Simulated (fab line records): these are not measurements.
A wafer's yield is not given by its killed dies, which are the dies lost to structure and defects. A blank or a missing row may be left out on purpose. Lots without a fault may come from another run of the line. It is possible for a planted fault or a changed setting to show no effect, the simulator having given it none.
Matching of chambers :: flow n5-finfet :: N5_HKMG_FIN_CVD_62 on thermal-cvd-si-02: 3 sister chambers
The step deposits a-Si from Si2H6, target thk 3 nm, time 20.8 s. 6 wafers are shown with their chamber, then 6 later ones without.

WAFERS, EACH WITH ITS CHAMBER
wafer: L165.3
chamber: 2
heater-power-w (W): 1516

wafer: L167.1
chamber: 0
heater-power-w (W): 1552

wafer: L167.4
chamber: 2
heater-power-w (W): 1553

wafer: L167.6
chamber: 1
heater-power-w (W): 1276

wafer: L169.2
chamber: 1
heater-power-w (W): 1231

wafer: L169.3
chamber: 0
heater-power-w (W): 1569

WAFERS MISSING THEIR CHAMBER
wafer: L169.6
heater-power-w (W): 1559

wafer: L177.1
heater-power-w (W): 1553

wafer: L177.5
heater-power-w (W): 1583

wafer: L181.1
heater-power-w (W): 1536

wafer: L181.2
heater-power-w (W): 1267

wafer: L181.6
heater-power-w (W): 1534

WHICH CHAMBER EACH WENT THROUGH
wafer: L169.6
from the rows above: can't be placed: 0 or 2
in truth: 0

wafer: L177.1
from the rows above: can't be placed: 0 or 2
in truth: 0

wafer: L177.5
from the rows above: can't be placed: 0 or 2
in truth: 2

wafer: L181.1
from the rows above: can't be placed: 2 or 0
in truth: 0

wafer: L181.2
from the rows above: 1
in truth: 1

wafer: L181.6
from the rows above: can't be placed: 2 or 0
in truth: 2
Placed correctly: 1 of 6. Cannot be placed on the basis of these rows: 5; the candidates contain the true chamber in 5. Wrongly placed: 0.
How it was worked out, from the rows above alone: a wafer's distance from a chamber is the root of the sum, over the readings, of the square of ((its reading less the chamber's mean) divided by the reading's scatter). The wafer belongs to the nearest chamber; if the next one is less than 2 further off, it can't be placed. Each chamber's mean is taken over the wafers shown for it. How the scatter is found: for the shown wafers, subtract from each reading the mean of its chamber, square and add these, divide the total by (wafers less chambers), then take the root.
